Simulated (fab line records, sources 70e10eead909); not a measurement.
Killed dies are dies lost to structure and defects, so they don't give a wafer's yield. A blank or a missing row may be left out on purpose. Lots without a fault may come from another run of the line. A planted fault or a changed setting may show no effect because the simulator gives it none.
fab line records | flow nand_harc
record lots=14 wafers=42 last_day=34
route steps=1302 shown P_ZERO_WELL@68 P_GATE@131
lots that met no fault: from a run of the same line without faults
start_h: hours from the record's first day to the start of the lot's first wafer shown | wait_h: hours since the lot's step before | " the same as in the row above | L1.1+2: a row that stands for several wafers | - no value, or no start given | * or withheld: withheld | < > ~ a bound
route shown NAME@n: a module of which the file shows steps, and the number in the route of the first | usual: mean/standard deviation of fault-free wafers | same: alike in all rows | chamber/n: place in a boat | sites: the reading at each site | _std_site: their standard deviation | _edge_site: outer sites' mean less inner sites' | radius_mm: how far each site lies from the wafer's centre | mask NAME#n: copy n | behind: the tool/chamber that last shaped the wafer | hold: why the lot was held/for how many hours/how that ended | device: the transistor (n, p or np) that didn't switch | end of line: the same wafers' tests at the end of the route | a step without rows: its recipe alone | killed: dies lost to structure and defects at the first sort, not the wafer's yield | map: a wafer's dies, x killed, . not, _ none there
set.NAME: the setting as run; set.NAME@STEP: as run at that earlier step | model.NAME: the simulator's own value behind a step, which no gauge read
steps of the route over a sample of lots; a table a step, a row a wafer
services: from which hour (start_h, from the record's first day; less than 0 if before it) a tool's chamber was out of use, for how many hours, and why
## steps
# step NHARC_P_ZERO_WELL_INSPECT_43
# usual raw_defect_count=14/6.5
# columns lot.wafer tool chamber start_h wait_h raw_defect_count
L377.2 defect_inspect-01 - 28.34 0.9 7
L377.5 " - " " 11
L377.6 " - " " 16
L379.1 defect_inspect-01 - 47.80 0.6 31
L379.2 " - " " 14
L379.6 " - " " 16
L380.1 defect_inspect-01 - 58.58 0.6 14
L380.3 " - " " 13
L380.5 " - " " 14
L382.2 defect_inspect-01 - 77.72 0.5 34
L382.3 " - " " 14
L382.4 " - " " 26
L383.3 defect_inspect-02 - 87.55 0.4 2
L383.5 " - " " 4
L383.6 " - " " 8
L384.4 defect_inspect-01 - 97.33 0.2 18
L384.5 " - " " 13
L384.6 " - " " 12
L385.1 defect_inspect-02 - 113.01 0.6 13
L385.2 " - " " 8
L385.4 " - " " 19
L388.1 defect_inspect-02 - 138.18 0.6 9
L388.3 " - " " 6
L388.6 " - " " 8
L389.2 defect_inspect-01 - 147.78 0.5 4
L389.4 " - " " 8
L389.5 " - " " 23
L391.1 defect_inspect-02 - 167.23 0.6 11
L391.5 " - " " 7
L391.6 " - " " 9
L397.1 defect_inspect-01 - 228.06 0.6 20
L397.4 " - " " 20
L397.6 " - " " 11
L398.1 defect_inspect-02 - 243.26 0.6 9
L398.3 " - " " 10
L398.6 " - " " 10
L399.1 defect_inspect-02 - 247.60 0.6 14
L399.4 " - " " 12
L399.6 " - " " 19
L400.2 defect_inspect-01 - 257.66 0.5 24
L400.3 " - " " 9
L400.5 " - " " 11
# step NHARC_P_GATE_HM_DEP_102
# recipe target_thk_a=1200 temp_c=400 material=aC
# usual susceptor_temp_C=400.03/0.19 throttle_valve_pct=35.000/0.0093
# columns lot.wafer tool chamber start_h wait_h susceptor_temp_C throttle_valve_pct
L377.2 acl_dep-03 0 92.09 0.5 400.42 34.993
L377.5 " 0 " " 400.05 34.997
L377.6 " 0 " " 400.12 35.014
L379.1 acl_dep-02 0 125.98 9.5 400.03 34.997
L379.2 " 0 " " 400.03 35.005
L379.6 " 0 " " 399.84 34.995
L380.1 acl_dep-01 0 131.17 10.6 - 35.011
L380.3 " 0 " " - 34.998
L380.5 " 0 " " - 34.994
L382.2 acl_dep-02 0 150.05 0.5 399.58 34.991
L382.3 " 0 " " 399.85 34.996
L382.4 " 0 " " 400.18 34.982
L383.3 acl_dep-03 0 161.34 2.1 400.24 35.006
L383.5 " 0 " " 400.41 34.986
L383.6 " 0 " " 400.28 35.003
L384.4 acl_dep-03 0 162.09 2.8 399.79 34.990
L384.5 " 0 " " 400.00 34.999
L384.6 " 0 " " 400.11 34.989
L385.1 acl_dep-01 0 182.13 3.7 - 35.013
L385.2 " 0 " " - 34.992
L385.4 " 0 " " - 34.998
L388.1 acl_dep-01 0 211.06 5.1 399.82 35.006
L388.3 " 0 " " 399.96 35.012
L388.6 " 0 " " 399.95 34.991
L389.2 acl_dep-01 0 215.48 2.6 400.10 34.998
L389.4 " 0 " " 399.97 34.991
L389.5 " 0 " " 400.20 35.003
L391.1 acl_dep-01 0 241.37 2.8 400.14 35.009
L391.5 " 0 " " 399.99 34.994
L391.6 " 0 " " 400.23 35.000
L397.1 acl_dep-02 0 298.02 1.7 399.77 34.985
L397.4 " 0 " " 399.79 35.008
L397.6 " 0 " " 400.09 34.990
L399.1 acl_dep-01 0 312.65 5.0 399.89 34.993
L399.4 " 0 " " 400.10 35.004
L399.6 " 0 " " 400.19 35.009
L398.1 acl_dep-03 0 313.06 5.4 - 34.982
L398.3 " 0 " " - 35.001
L398.6 " 0 " " - 35.004
L400.2 acl_dep-01 0 324.09 0.9 - 34.998
L400.3 " 0 " " - 35.002
L400.5 " 0 " " - 35.014
# step NHARC_P_GATE_STRIP_111
# recipe power_w=1500 temp_c=110 time_s=250 chemistry=N2/H2
# usual drypump_motor_current_A=6.1/0.59 heater_power_w=94/7.5
# columns lot.wafer tool chamber start_h wait_h drypump_motor_current_A heater_power_w rf_hours_counter_h
L377.2 plasma_asher-02 0 106.35 0.2 5.1 93 4
L377.5 " 1 " " 6.3 83 -
L377.6 " 0 " " 5.1 92 -
L379.1 plasma_asher-02 1 139.93 0.2 6.3 84 9
L379.2 " 0 " " 5.1 92 9
L379.6 " 1 " " 6.3 84 -
L380.1 plasma_asher-02 0 144.94 0.2 5.1 92 11
L380.3 " 1 " " 6.3 81 -
L380.5 " 0 " " 5.1 93 -
L382.2 plasma_asher-01 0 163.76 0.2 6.6 101 33
L382.3 " 0 " " 6.6 101 -
L382.4 " 1 " " 6.4 103 -
L383.3 plasma_asher-02 1 175.13 0.2 6.3 83 -
L383.6 " 1 " " 6.3 83 -
L383.5 " 0 " " 5.1 91 -
L384.4 plasma_asher-01 0 176.02 0.5 6.7 93 -
L384.6 " 1 " " 6.4 100 -
L384.5 " 0 " " 6.7 97 -
L385.2 plasma_asher-01 1 196.00 0.2 6.4 106 6
L385.1 " 0 " " 6.6 95 6
L385.4 " 1 " " 6.4 104 -
L388.1 plasma_asher-02 0 224.82 0.2 - - -
L388.3 " 1 " " - - -
L388.6 " 1 " " - - -
L389.2 plasma_asher-01 1 229.28 0.3 - - -
L389.4 " 0 " " - - -
L389.5 " 0 " " - - -
L391.1 plasma_asher-01 0 255.14 0.2 - - -
L391.5 " 0 " " - - -
L391.6 " 1 " " - - -
L397.1 plasma_asher-02 1 311.93 0.2 6.2 82 10
L397.4 " 0 " " 5.1 93 -
L397.6 " 0 " " 5.1 96 -
L398.1 plasma_asher-02 1 326.71 0.2 6.3 83 13
L398.3 " 0 " " 5.1 94 -
L398.6 " 1 " " 6.3 84 -
L399.1 plasma_asher-01 0 328.88 0.2 6.6 95 34
L399.4 " 0 " " 6.7 96 -
L399.6 " 0 " " 6.7 94 -
L400.2 plasma_asher-01 1 337.89 0.2 6.4 102 37
L400.3 " 1 " " 6.4 103 -
L400.5 " 1 " " 6.4 101 -
# step NHARC_P_GATE_RTA_80
# recipe temp_c=300 time_s=30
# usual wafer_temp_C_max=301.6/0.33
# columns lot.wafer tool chamber start_h wait_h wafer_temp_C_max
L377.2 rtp_anneal-02 0 111.57 - 301.4
L377.5 " 0 " " 301.3
L377.6 " 0 " " 301.5
L379.1 rtp_anneal-02 0 145.07 - 301.7
L379.2 " 0 " " 301.2
L379.6 " 0 " " 301.4
L380.1 rtp_anneal-01 0 150.34 - 301.3
L380.3 " 0 " " 301.0
L380.5 " 0 " " 301.1
L382.2 rtp_anneal-02 0 169.25 - 301.9
L382.3 " 0 " " 301.4
L382.4 " 0 " " 301.8
L383.3 rtp_anneal-01 0 180.30 - 301.3
L383.5 " 0 " " 301.4
L383.6 " 0 " " 301.4
L384.4 rtp_anneal-01 0 181.24 - 301.5
L384.5 " 0 " " 302.1
L384.6 " 0 " " 301.6
L385.1 rtp_anneal-01 0 201.35 - 301.6
L385.2 " 0 " " 301.8
L385.4 " 0 " " 301.6
L388.1 rtp_anneal-01 0 230.18 - 301.6
L388.3 " 0 " " 301.3
L388.6 " 0 " " 301.3
L389.2 rtp_anneal-01 0 234.49 - 301.9
L389.4 " 0 " " 301.8
L389.5 " 0 " " 302.0
L391.1 rtp_anneal-02 0 260.48 - 301.1
L391.5 " 0 " " 301.8
L391.6 " 0 " " 301.7
L397.1 rtp_anneal-01 0 317.30 - 301.2
L397.4 " 0 " " 301.4
L397.6 " 0 " " 301.6
L398.1 rtp_anneal-01 0 331.91 - 302.2
L398.3 " 0 " " 301.3
L398.6 " 0 " " 301.7
L399.1 rtp_anneal-02 0 334.19 - 301.5
L399.4 " 0 " " 302.0
L399.6 " 0 " " 301.2
L400.2 rtp_anneal-01 0 343.33 - 301.8
L400.3 " 0 " " 301.9
L400.5 " 0 " " 301.2
## services
# columns tool chamber start_h hours kind
plasma_asher-02 - 72.00 9.0 pm
plasma_asher-02 0 72.00 9.0 vent_cycle
plasma_asher-02 1 72.00 9.0 vent_cycle
plasma_asher-02 0 81.00 - clean
plasma_asher-02 1 81.00 - clean
acl_dep-03 - 118.41 13.0 pm
acl_dep-01 - 149.01 0.7 repair
plasma_asher-01 - 165.03 9.0 pm
plasma_asher-01 0 165.03 9.0 vent_cycle
plasma_asher-01 1 165.03 9.0 vent_cycle
plasma_asher-02 - 173.99 0.4 repair
plasma_asher-01 0 174.03 - clean
plasma_asher-01 1 174.03 - clean
acl_dep-01 - 186.56 13.0 pm
plasma_asher-02 - 231.04 4.6 repair
acl_dep-02 - 248.75 13.0 pm
plasma_asher-02 - 249.00 9.0 pm
plasma_asher-02 0 249.00 9.0 vent_cycle
plasma_asher-02 1 249.00 9.0 vent_cycle
plasma_asher-02 0 258.00 - clean
plasma_asher-02 1 258.00 - clean
plasma_asher-02 - 260.61 2.0 repair
acl_dep-03 - 300.06 13.0 pm
plasma_asher-01 - 342.15 9.0 pm
## key
first_sign step=NHARC_P_GATE_STRIP_111 reading=tool_record direction=missing
effect none on later readings
met_at NHARC_P_GATE_STRIP_111
struck_lots L388,L389,L391
tester_left_out L388,L389,L391
not_acting_at NHARC_P_ZERO_WELL_INSPECT_43,NHARC_P_GATE_HM_DEP_102,NHARC_P_GATE_RTA_80
onset_between 196.00 224.82
fault kind=skipped_step_whole tool=plasma_asher-01,plasma_asher-02 chamber=- onset_h=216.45 steps=NHARC_P_GATE_STRIP_111 scope=struck_lots_only
# tester_left_out: of these lots the tester's yield and bins aren't shown, on N5 and GAA mostly nor the transistor test; their killed dies are dies lost to structure and defects alone, not to doping, threshold or leakage, so they don't give the yield
